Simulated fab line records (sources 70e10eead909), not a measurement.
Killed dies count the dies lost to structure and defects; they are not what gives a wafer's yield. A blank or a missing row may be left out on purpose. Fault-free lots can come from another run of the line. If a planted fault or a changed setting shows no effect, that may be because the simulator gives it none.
A struck lot beside a sound one -- flow nand harc -- 14 out of 1302 route steps
Sound: the wafers L627.3, L627.4, L627.5. Struck: wafer L635.2 (left out: L635.4, L635.6 of the same lot, which were not struck); the cause appears at the end.
Order at every step that has rows: each side's tool, ch and its chambers, its first start. Under that, the readings that differ: sound wafers -- struck wafers -- difference of the means -- sigmas: that difference in standard deviations of wafers without a fault.
alike: readings whose means differ by less than 2 such deviations, and words and numbers that are the same on both sides. not compared: withheld readings, readings that some wafer has no value for, bounds like >300 that may hide the same value, and numbers for which the record gives no deviation and whose values overlap.
The two part at a step that has a row with sigmas, a row that says differs or no value, or rows on one side only. Numbers that don't overlap but have no deviation are shown without sigmas and don't part them. A reading that every wafer of one side lacks parts them only if that side has two wafers or more.

NHARC_P_CONTACT_DESCUM_17: chemistry O2, time 3 s.
  sound on rie diel-04 ch 0,1,3, day 10 00:20; struck on rie diel-04 ch 3, day 13 06:05
  alike: drypump motor current A, oes product au, rf vpp V, showerhead plenum p Torr, throttle valve pct
  not compared: rf hours counter h
NHARC_P_CONTACT_ETCH_35: etches the open film in CF4, target depth 39 nm, time 65 s.
  sound on rie diel-04 ch 0,1,2, day 10 00:25; struck on rie diel-04 ch 0, day 13 06:11
reading,sound,struck,difference,sigmas
throttle valve pct (%),13.264 13.270 13.278,13.300,+0.029,+3
  alike: drypump motor current A, oes product au, rf vpp V, showerhead plenum p Torr
  not compared: rf hours counter h
NHARC_P_CONTACT_ETCH_36: etches the open film in N2/H2, target depth 260 nm, time 406.25 s.
  sound: rie diel-04 ch 0,3; struck: rie diel-04 ch 2
reading,sound,struck,difference,sigmas
oes product au (a.u.),1.029 1.019 1.032,0.989,-0.038,-3
  alike: drypump motor current A, rf vpp V, showerhead plenum p Torr, throttle valve pct
  not compared: rf hours counter h
then, 3 steps without rows for these wafers: NHARC_P_CONTACT_ETCH_18 (etches the open film in C4F8/O2/Ar, target depth 481 nm, time 240.5 s); NHARC_P_CONTACT_STRIP_37 (strips in C4F8/O2/Ar); NHARC_P_CONTACT_ETCH_31 (etches the open film in CH3F/O2, target depth 30 nm, time 85.7 s).
NHARC_P_CONTACT_CD_MEAS_19:
  sound on cd sem-03 at day 10 01:13; struck on cd sem-01 at day 13 06:57
  alike: cd nm
NHARC_P_CONTACT_STRIP_28: strips in O2.
  sound on rie diel-13 ch 1,2, day 10 01:18; struck on rie diel-13 ch 0, day 13 07:02
reading,sound,struck,difference,sigmas
showerhead plenum p Torr (Torr),3.73 3.67 3.73,3.39,-0.32,-2
throttle valve pct (%),17.033 17.044 17.057,17.020,-0.025,-3
  alike: drypump motor current A, oes product au, rf vpp V
  not compared: rf hours counter h
then, 3 steps without rows for these wafers: NHARC_P_CONTACT_STRIP_29 (strips in post etch residue remover, time 1200 s); NHARC_P_CONTACT_DEGAS_38 (time 60 s); NHARC_P_CONTACT_PRE_CLEAN_39 (time 19.5 s).
NHARC_P_CONTACT_PVD_32: deposits Ti, target thk 5 nm, time 17.7 s.
  sound on pvd sputter-03; struck on pvd sputter-01
  alike: throttle valve pct
NHARC_P_CONTACT_ALD_22: deposits TiN, target thk 3 nm, pulse time 1 s, ald cycles 150.
  sound on ald metal-04 ch 1,2, day 10 02:10; struck on ald metal-03 ch 3, day 13 07:58
reading,sound,struck,difference,sigmas
ald cycles,150 150 150,145,-5,
  alike: heater power w, precursor pulse height rel
then, 1 step without rows for these wafers: NHARC_P_CONTACT_CVD_23 (deposits W, target thk 200 nm, time 557 s).

## WHERE THEY PART
Last at NHARC_P_CONTACT_STRIP_28 as far as this record goes, first at NHARC_P_CONTACT_ETCH_35. Later steps at which nothing parts them and some readings are alike: NHARC_P_CONTACT_PVD_32, NHARC_P_CONTACT_ALD_22.

WHY: the cause the simulator had injected
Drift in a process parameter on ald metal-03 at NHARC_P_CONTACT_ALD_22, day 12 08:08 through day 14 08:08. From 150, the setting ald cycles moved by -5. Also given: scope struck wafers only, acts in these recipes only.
